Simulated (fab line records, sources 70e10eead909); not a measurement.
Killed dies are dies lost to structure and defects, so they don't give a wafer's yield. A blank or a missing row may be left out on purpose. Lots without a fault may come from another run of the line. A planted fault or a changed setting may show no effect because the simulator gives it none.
Which tool did it? | flow nand_harc | 12 lots, 36 wafers sampled, at 5 steps of a route of 1159

WHAT THE GAUGES READ, wafer by wafer
NHARC_THIN_TSV_CD_MEAS_16. Usual: cd_nm 999.1 nm, standard deviation 2.8.
lot  | measured     | on        | cd_nm (nm)           | flag
L361 | day 19 02:29 | cd_sem-02 | 997.8 1000.6 1000.7  |
L363 | day 19 05:58 | cd_sem-01 | 997.4 998.8 999.1    |
L364 | day 19 22:21 | cd_sem-01 | 997.8 1000.0 998.9   |
L366 | day 20 08:15 | cd_sem-01 | 1001.1 1003.0 1000.5 |
L368 | day 21 00:32 | cd_sem-01 | 999.7 996.1 999.0    |
L370 | day 21 03:04 | cd_sem-03 | 994.8 994.2 995.5    |
L371 | day 21 12:09 | cd_sem-02 | 997.9 996.1 1000.6   |
L372 | day 21 13:19 | cd_sem-02 | 1001.3 998.7 1003.9  |
L374 | day 21 14:25 | cd_sem-03 | 995.6 1001.6 997.5   |
L377 | day 23 12:47 | cd_sem-02 | 1001.2 1002.8 1003.2 |
L380 | day 23 23:02 | cd_sem-02 | 996.1 997.8 1001.2   |
L383 | day 24 16:53 | cd_sem-02 | 997.4 994.7 996.6    |

NHARC_END_SORT_01. Usual: killed_at_array 28, standard deviation 11; killed_at_other 0.8, standard deviation 1.1; killed_at_periphery 3.3, standard deviation 2.8; killed_dies 32, standard deviation 11; killed_open 3.3, standard deviation 1.9; killed_short 1.9, standard deviation 1.4.
lot  | measured     | on        | killed_at_array | killed_at_other | killed_at_periphery | killed_dies | killed_open | killed_short | flag
L371 | day 22 06:13 | prober-01 | 100 99 129      | 1 0 0           | 2 0 3               | 103 99 132  | 5 2 4       | 3 7 1        | OFF
L372 | day 22 09:53 | prober-02 | 109 134 99      | 1 2 0           | 6 7 5               | 116 143 104 | 8 5 3       | 3 2 1        | OFF
L374 | day 22 02:00 | prober-02 | 108 145 144     | 3 5 4           | 5 3 1               | 116 153 149 | 1 2 0       | 3 0 3        | OFF

WHICH TOOL RAN EACH LOT (tool, then ch and the chambers of the sampled wafers, then the start)
lot  | NHARC_A_CONTACT_STRIP_101          | NHARC_THIN_TSV_DESCUM_14           | NHARC_THIN_TSV_ETCH_44
L361 | rie_diel-04 ch 0,2,3, day 16 14:53 | rie_diel-08 ch 0,2, day 19 01:41   | rie_diel-08 ch 2,3, day 19 01:49
L363 | rie_diel-04 ch 0,2,3, day 17 03:15 | rie_diel-08 ch 1,2,3, day 19 05:10 | rie_diel-08 ch 0,1,2, day 19 05:25
L364 | rie_diel-02 ch 1,2,3, day 17 11:16 | rie_diel-10 ch 0,2,3, day 19 21:34 | rie_diel-10 ch 0,1,3, day 19 21:38
L366 | rie_diel-04 ch 0,2, day 18 05:04   | rie_diel-08 ch 0,2,3, day 20 07:26 | rie_diel-08 ch 0,1,2, day 20 07:31
L368 | rie_diel-07 ch 0,1,2, day 18 16:45 | rie_diel-10 ch 0,1,2, day 20 23:43 | rie_diel-10 ch 0,1,2, day 20 23:48
L370 | rie_diel-04 ch 0,1,2, day 18 21:11 | rie_diel-09 ch 1,2,3, day 21 02:09 | rie_diel-09 ch 1,2,3, day 21 02:27
L371 | rie_diel-04 ch 0,1,3, day 18 23:26 | rie_diel-09 ch 0,1,3, day 21 11:20 | rie_diel-09 ch 2,3, day 21 11:29
L372 | rie_diel-04 ch 0,2,3, day 19 08:25 | rie_diel-10 ch 0,2,3, day 21 12:31 | rie_diel-10 ch 2,3, day 21 12:40
L374 | rie_diel-04 ch 0,3, day 19 10:50   | rie_diel-08 ch 0,1,3, day 21 13:37 | rie_diel-08 ch 1,3, day 21 13:46
L377 | rie_diel-02 ch 0,3, day 21 07:04   | rie_diel-10 ch 0,1,2, day 23 11:53 | rie_diel-10 ch 0,1,2, day 23 12:11
L380 | rie_diel-02 ch 0,2,3, day 21 17:36 | rie_diel-10 ch 0,1,2, day 23 22:07 | rie_diel-10 ch 0,1, day 23 22:13
L383 | rie_diel-04 ch 2,3, day 22 11:49   | rie_diel-10 ch 1,2, day 24 16:04   | rie_diel-10 ch 2,3, day 24 16:13
- NHARC_A_CONTACT_STRIP_101: strips in O2/COS.
- NHARC_THIN_TSV_DESCUM_14: chemistry O2, time 3 s.
- NHARC_THIN_TSV_ETCH_44: etches the open film in CF4/O2, target depth 1594.2 nm, time 797.1 s.

WHAT THE TOOLS THEMSELVES READ (means of the sampled wafers that have a number; where no wafer has one, the mark that the record gives instead)
NHARC_THIN_TSV_DESCUM_14. Usual: drypump_motor_current_A 5.7 A, standard deviation 0.57; o2_flow_sccm 200.0 sccm, standard deviation 0.55; oes_product_au 1.002 a.u., standard deviation 0.013; rf_vpp_V 57.8 V, standard deviation 0.94; showerhead_plenum_p_Torr 1.92 Torr, standard deviation 0.064; throttle_valve_pct 11.312 %, standard deviation 0.0088.
lot  | tool        | drypump_motor_current_A (A) | o2_flow_sccm (sccm) | oes_product_au (a.u.) | rf_vpp_V (V) | showerhead_plenum_p_Torr (Torr) | throttle_valve_pct (%) | flag
L361 | rie_diel-08 | 5.8                         | 200.2               | 1.002                 | 58.4         | 1.94                            | 11.319                 |
L363 | rie_diel-08 | 5.7                         | 199.9               | 0.994                 | 58.0         | 1.87                            | 11.312                 |
L364 | rie_diel-10 | 6.2                         | 200.2               | 1.004                 | 57.8         | 1.93                            | 11.309                 |
L366 | rie_diel-08 | 5.9                         | 200.3               | 1.002                 | 58.0         | 1.93                            | 11.312                 |
L368 | rie_diel-10 | 5.8                         | 199.5               | 0.991                 | 57.1         | 1.94                            | 11.316                 |
L370 | rie_diel-09 | 5.6                         | 200.3               | 1.010                 | 58.1         | 1.87                            | 11.311                 |
L371 | rie_diel-09 | 5.4                         | 199.6               | 1.015                 | 57.3         | 1.94                            | 11.313                 |
L372 | rie_diel-10 | 6.2                         | 199.8               | 1.007                 | 58.6         | 1.93                            | 11.309                 |
L374 | rie_diel-08 | 5.7                         | 199.9               | 0.999                 | 58.0         | 1.89                            | 11.306                 |
L377 | rie_diel-10 | 5.8                         | 200.6               | 1.008                 | 57.6         | 1.93                            | 11.307                 |
L380 | rie_diel-10 | 5.8                         | 200.0               | 1.007                 | 57.8         | 1.94                            | 11.309                 |
L383 | rie_diel-10 | 6.0                         | 200.3               | 1.005                 | 58.0         | 1.96                            | 11.312                 |

NHARC_THIN_TSV_ETCH_44. Usual: cf4_flow_sccm 150.0 sccm, standard deviation 0.47; drypump_motor_current_A 5.7 A, standard deviation 0.59; o2_flow_sccm 10.000 sccm, standard deviation 0.03; oes_product_au 1.001 a.u., standard deviation 0.013; rf_vpp_V 794 V, standard deviation 3.9; showerhead_plenum_p_Torr 1.83 Torr, standard deviation 0.06; throttle_valve_pct 16.916 %, standard deviation 0.0094.
lot  | tool        | cf4_flow_sccm (sccm) | drypump_motor_current_A (A) | o2_flow_sccm (sccm) | oes_product_au (a.u.) | rf_vpp_V (V) | showerhead_plenum_p_Torr (Torr) | throttle_valve_pct (%) | flag
L361 | rie_diel-08 | 150.1                | 5.8                         | 10.010              | 1.000                 | 794          | 1.83                            | 16.919                 |
L363 | rie_diel-08 | 149.5                | 5.7                         | 10.005              | 1.000                 | 793          | 1.82                            | 16.909                 |
L364 | rie_diel-10 | 150.2                | 5.5                         | 9.983               | 0.997                 | 796          | 1.86                            | 16.913                 |
L366 | rie_diel-08 | 149.9                | 5.7                         | 9.986               | 0.996                 | 793          | 1.82                            | 16.919                 |
L368 | rie_diel-10 | 150.0                | 5.8                         | 10.003              | 0.993                 | 795          | 1.85                            | 16.914                 |
L370 | rie_diel-09 | 150.2                | 5.6                         | 10.020              | 1.012                 | 791          | 1.80                            | 16.928                 |
L371 | rie_diel-09 | 150.1                | 5.6                         | 10.047              | 1.013                 | 790          | 1.76                            | 16.913                 |
L372 | rie_diel-10 | 150.5                | 6.4                         | 10.004              | 0.994                 | 797          | 1.87                            | 16.914                 |
L374 | rie_diel-08 | 150.0                | 5.5                         | 10.008              | 0.989                 | 790          | 1.76                            | 16.910                 |
L377 | rie_diel-10 | 150.1                | 5.8                         | 10.007              | 1.006                 | 796          | 1.85                            | 16.918                 |
L380 | rie_diel-10 | 150.4                | 5.1                         | 9.991               | 1.008                 | 797          | 1.86                            | 16.912                 |
L383 | rie_diel-10 | 150.0                | 6.4                         | 9.988               | 0.993                 | 796          | 1.87                            | 16.923                 |

THE ANSWER, worked out from the rows above alone
Rule: a lot is off if the mean of its wafers that have a number lies more than 3 standard deviations from the usual mean. A lot without any number at a reading at which 4 lots or more have one is off too. The other lots that the step has rows for count as sound. The gauges are gone through in route order, then the tools' own readings, and for those a lot's mean is taken as printed above. The first step at which some lot is off is used, and at that step the reading that is off furthest; a lot without a number counts as furthest.
Off: L371, L372, L374, at NHARC_END_SORT_01 (killed_dies). Neither off nor sound, because the step has no rows for them: L361, L363, L364, L366, L368, L370, L377, L380, L383.
A tool fits if, at a process step before that reading, it ran every lot that is off, and no sound lot after the first of them. The gauges at NHARC_END_SORT_01 are tried like those tools. One fits: rie_diel-04 at NHARC_A_CONTACT_STRIP_101. It ran no sound lot before its first lot that is off in this sample, so the start can't be narrowed down.

WHAT THE SIMULATOR HAD PUT IN
Chamber particle source: rie_diel-04, from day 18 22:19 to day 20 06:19, at NHARC_A_CONTACT_STRIP_101. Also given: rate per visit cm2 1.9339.
Lots struck among those shown: L371, L372, L374. The rule above found the same.
